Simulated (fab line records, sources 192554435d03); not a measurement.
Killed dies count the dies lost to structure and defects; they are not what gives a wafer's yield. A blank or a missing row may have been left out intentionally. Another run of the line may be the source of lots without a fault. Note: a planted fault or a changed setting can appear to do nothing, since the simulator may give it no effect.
What tool caused it? + flow n5_finfet + Sampling: 10 lots, 30 wafers, 5 of 1938 route steps

== WHAT THE GAUGES SHOWED, per wafer ==
N5_BEOL_M4_RC_MEAS_101.
| lot  | measured     | on        | DIBL_N (mV/V)  |
|------|--------------|-----------|----------------|
| L259 | day 12 16:52 | prober-02 | 35.8 34.3 34.7 |
| L263 | day 12 22:52 | prober-02 | 34.9 36.0 34.8 |
| L262 | day 13 23:03 | prober-02 | 37.8 42.2 36.9 |
| L266 | day 14 05:34 | prober-02 | 35.8 35.1 37.7 |
| L273 | day 15 19:40 | prober-02 | 36.0 34.3 38.8 |
| L274 | day 17 04:29 | prober-01 | 35.1 36.6 35.3 |
| L275 | day 15 22:50 | prober-02 | 37.6 39.2 36.5 |
| L277 | day 16 04:26 | prober-02 | 39.9 36.0 35.4 |
| L276 | day 17 04:50 | prober-02 | 40.9 40.3 39.2 |
| L278 | day 17 10:15 | prober-01 | 37.5 40.1 37.4 |

== WHAT TOOL EACH LOT RAN ON (gives the tool, then ch and the chambers of the sampled wafers, and finally the start) ==
| lot  | N5_BEOL_M0_SPUTTER_132       | N5_BEOL_M0_ANNEAL_133        | N5_BEOL_M0_ANNEAL_135        | N5_BEOL_M0_CMP_120            |
|------|------------------------------|------------------------------|------------------------------|-------------------------------|
| L259 | pvd_sputter-02, day 6 23:09  | pvd_sputter-02, day 6 23:14  | pvd_sputter-02, day 6 23:21  | cmp-02 ch 0,1,2, day 7 00:01  |
| L263 | pvd_sputter-02, day 7 17:55  | pvd_sputter-02, day 7 17:59  | pvd_sputter-02, day 7 18:07  | cmp-04 ch 0,1,2, day 7 18:46  |
| L262 | pvd_sputter-01, day 7 21:28  | pvd_sputter-01, day 7 21:33  | pvd_sputter-01, day 7 21:40  | cmp-01 ch 0,1,3, day 7 22:31  |
| L266 | pvd_sputter-03, day 8 21:34  | pvd_sputter-03, day 8 21:38  | pvd_sputter-03, day 8 21:46  | cmp-01 ch 0,1,3, day 8 22:44  |
| L273 | pvd_sputter-02, day 10 12:20 | pvd_sputter-02, day 10 12:25 | pvd_sputter-02, day 10 12:32 | cmp-04 ch 1,2, day 10 13:16   |
| L274 | pvd_sputter-03, day 10 14:32 | pvd_sputter-03, day 10 14:37 | pvd_sputter-03, day 10 14:44 | cmp-04 ch 0,1, day 10 15:27   |
| L275 | pvd_sputter-01, day 11 01:19 | pvd_sputter-01, day 11 01:24 | pvd_sputter-01, day 11 01:31 | cmp-04 ch 0,2,3, day 11 02:03 |
| L277 | pvd_sputter-03, day 11 08:19 | pvd_sputter-03, day 11 08:23 | pvd_sputter-03, day 11 08:31 | cmp-04 ch 0,2, day 11 09:02   |
| L276 | pvd_sputter-02, day 11 15:00 | pvd_sputter-02, day 11 15:05 | pvd_sputter-02, day 11 15:12 | cmp-02 ch 2,3, day 11 15:47   |
| L278 | pvd_sputter-03, day 11 16:19 | pvd_sputter-03, day 11 16:24 | pvd_sputter-03, day 11 16:31 | cmp-02 ch 2,3, day 11 17:22   |
- N5_BEOL_M0_SPUTTER_132: material Cu, target thk 4 nm, time 7.37 s.
- N5_BEOL_M0_ANNEAL_133: time 60 s.
- N5_BEOL_M0_ANNEAL_135: time 60 s.
- N5_BEOL_M0_CMP_120: polishes, stops on SiOC, t overpolish 6.9 s.

== THE ANSWER, worked out from the rows above alone ==
Rule: the usual values come from the lots themselves. Put in order of their means at a reading, lots are off if they are a third of the lots or fewer, leave a main group of 4 or more, and stand apart from it by a gap of 3 or more times the standard deviation of the main group's means; of several such gaps the widest counts. Not used: any main group whose means are identical at the precision the tables above print for the reading. Also off: a lot with no number at a reading for which 4 or more lots have one. Any other lot the step has rows for is counted as sound.
Nothing can be told from this: no lot is off at any reading shown.

== WHAT THE SIMULATOR HAD INSERTED ==
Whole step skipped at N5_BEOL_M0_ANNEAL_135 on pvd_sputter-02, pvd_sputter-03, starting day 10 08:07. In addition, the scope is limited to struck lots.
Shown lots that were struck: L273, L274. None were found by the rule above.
